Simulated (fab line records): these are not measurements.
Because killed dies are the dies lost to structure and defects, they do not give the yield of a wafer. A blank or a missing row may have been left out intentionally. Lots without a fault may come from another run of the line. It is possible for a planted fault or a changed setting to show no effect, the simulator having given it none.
Split-lot experiment | flow n5-finfet | 21 wafers read from 7 lots, route of 1938 steps

SPLIT DETAILS
At N5_BEOL_M4_EXPOSE_25 (exposes mask V3, defocus 5 nm), the setting dose-mj was moved away from the recipe's 63 on 9 of the 21 wafers read, by -6.2% to +5.5%. All remaining wafers had this setting at the recipe value.

FROM THE SPLIT TO THE READING: what the file shows between them, 2 steps
- N5_BEOL_M4_PEB_26: peb time 60 s
- N5_BEOL_M4_DEVELOP_27: develop time 30 s

THE READING
cd-nm, in nm, at N5_BEOL_M4_CD_MEAS_28 (target cd 26.2 nm, target cd y 24.1 nm). Typical for fault-free wafers on this fab line: 26.3 nm, with standard deviation 0.31 nm.

wafer  | tool, chamber at the split | dose-mj as run | against the recipe | cd-nm, nm | against lot-mates on the recipe
L076.2 | euv-scanner-02, 0          | 59.08          | -6.2%              | 24.6      | -1.8
L076.5 | euv-scanner-02, 0          | 63             | recipe             | 26.4      | -
L076.6 | euv-scanner-02, 0          | 63             | recipe             | 26.5      | -
L080.1 | euv-scanner-02, 0          | 63             | recipe             | 25.8      | -
L080.3 | euv-scanner-02, 0          | 66.48          | +5.5%              | 27.4      | +1.6
L080.6 | euv-scanner-02, 0          | 66.48          | +5.5%              | 27.7      | +1.9
L079.1 | euv-scanner-02, 0          | 60.47          | -4.0%              | 26.1      | -0.8
L079.2 | euv-scanner-02, 0          | 63             | recipe             | 26.9      | -
L079.3 | euv-scanner-02, 0          | 60.47          | -4.0%              | 25.3      | -1.6
L083.4 | euv-scanner-01, 0          | 63             | recipe             | 26.3      | -
L083.5 | euv-scanner-01, 0          | 63             | recipe             | 26.2      | -
L083.6 | euv-scanner-01, 0          | 61.78          | -1.9%              | 25.8      | -0.4
L086.2 | euv-scanner-02, 0          | 63             | recipe             | 25.9      | -
L086.3 | euv-scanner-02, 0          | 63             | recipe             | 26.3      | -
L086.4 | euv-scanner-02, 0          | 64.72          | +2.7%              | 26.7      | +0.6
L091.1 | euv-scanner-01, 0          | 63             | recipe             | 26.4      | -
L091.2 | euv-scanner-01, 0          | 65.55          | +4.0%              | 27.2      | +0.8
L091.3 | euv-scanner-01, 0          | 65.55          | +4.0%              | 27.2      | +0.8
L092.3 | euv-scanner-02, 0          | 63             | recipe             | 26.5      | -
L092.4 | euv-scanner-02, 0          | 63             | recipe             | 26.3      | -
L092.5 | euv-scanner-02, 0          | 63             | recipe             | 27.0      | -

FIT RESULTS
A straight line over all 21 wafers: cd-nm changes by +0.218 nm for each +1% of dose-mj; r = +0.90; the points scatter about the line by 0.33 nm.
The same after taking each lot's own level away (the mean of its wafers on the recipe; 21 wafers): +0.282 nm for each +1%; r = +0.96; scatter 0.24 nm.
Per that fit: largest dose-mj move, reading shift of 1.8 nm.
The span of the lots' own levels, 25.80 to 26.90 nm, comes to 3.5 times the standard deviation stated above.
So the lot-to-lot level changes the slope: the two fits differ.
Check: for one of the wafers moved furthest among these (-6.2%), held out of the fit, the line's prediction against its lot-mates is -1.76 nm. It came out at -1.85 nm against them.

THE OTHER SPLITS THESE WAFERS WENT THROUGH
These wafers also went through other splits before the reading. Each is held against what the fit with the lots' levels taken away leaves over:
other split on the same wafers    | wafers away from the commonest value | r with cd-nm (lot level and that fit taken away)
N5_BEOL_M0_CUTY_EXPOSE_54 dose-mj | 5                                    | -0.14
N5_BEOL_M1_ETCH_77 source-w       | 8                                    | +0.11
N5_BEOL_M1_TRENCH_ETCH_37 time-s  | 9                                    | +0.39
N5_BEOL_M2_DEP_57 time-s          | 8                                    | +0.02
N5_BEOL_M3_ILD_DEP_00 time-s      | 4                                    | -0.15
N5_BEOL_M4_EXPOSE_08 dose-mj      | 3                                    | -0.08
N5_BEOL_M4_ETCH_64 bias-w         | 9                                    | +0.03
N5_BEOL_M4_COAT_22 spin-rpm       | 7                                    | +0.14

FILE'S OWN FIT
cd-nm changes by +0.275 nm for each +1% of dose-mj, r = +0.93.
